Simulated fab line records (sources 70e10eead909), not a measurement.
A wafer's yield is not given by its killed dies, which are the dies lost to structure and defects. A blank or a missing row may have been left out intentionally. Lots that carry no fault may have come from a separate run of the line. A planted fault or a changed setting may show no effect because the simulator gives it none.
Matching of chambers :: flow nand-harc :: NHARC_P_M1_PRE_CLEAN_32 on pecvd-03: 3 sister chambers
The step time 12 s. 6 wafers are shown with their chamber, then 8 later ones without.

## WAFERS WITH THEIR CHAMBER
wafer: L081.1
chamber: 0
heater-power-w (W): 691

wafer: L081.5
chamber: 2
heater-power-w (W): 699

wafer: L088.2
chamber: 1
heater-power-w (W): 632

wafer: L088.4
chamber: 1
heater-power-w (W): 646

wafer: L088.5
chamber: 2
heater-power-w (W): 823

wafer: L090.1
chamber: 0
heater-power-w (W): 696

## WAFERS MISSING THEIR CHAMBER
wafer: L090.2
heater-power-w (W): 782

wafer: L090.5
heater-power-w (W): 797

wafer: L091.3
heater-power-w (W): 771

wafer: L091.4
heater-power-w (W): 753

wafer: L091.5
heater-power-w (W): 715

wafer: L097.3
heater-power-w (W): 635

wafer: L097.5
heater-power-w (W): 788

wafer: L097.6
heater-power-w (W): 642

## THE CHAMBER EACH PASSED THROUGH
wafer: L090.2
from the rows above: can't be placed: 2 or 0
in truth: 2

wafer: L090.5
from the rows above: can't be placed: 2 or 0
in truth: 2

wafer: L091.3
from the rows above: can't be placed: 2 or 0
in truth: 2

wafer: L091.4
from the rows above: can't be placed: 2 or 0
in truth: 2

wafer: L091.5
from the rows above: can't be placed: 0 or 2 or 1
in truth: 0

wafer: L097.3
from the rows above: can't be placed: 1 or 0
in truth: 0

wafer: L097.5
from the rows above: can't be placed: 2 or 0
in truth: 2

wafer: L097.6
from the rows above: can't be placed: 1 or 0
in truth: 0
Correct placement for 0 of the 8. From these rows, 8 cannot be placed; in 8 the true chamber is one of the candidates. Wrongly placed: 0.
How it was worked out, from the rows above alone: a wafer's distance from a chamber is the root of the sum, over the readings, of the square of ((its reading less the chamber's mean) divided by the reading's scatter). The wafer belongs to the nearest chamber; if the next one is less than 2 further off, it can't be placed. The mean given for a chamber averages the wafers shown for that chamber. The scatter: take each reading less its chamber's mean, square it, sum over the shown wafers, divide by the number of wafers less the number of chambers, and take the root.
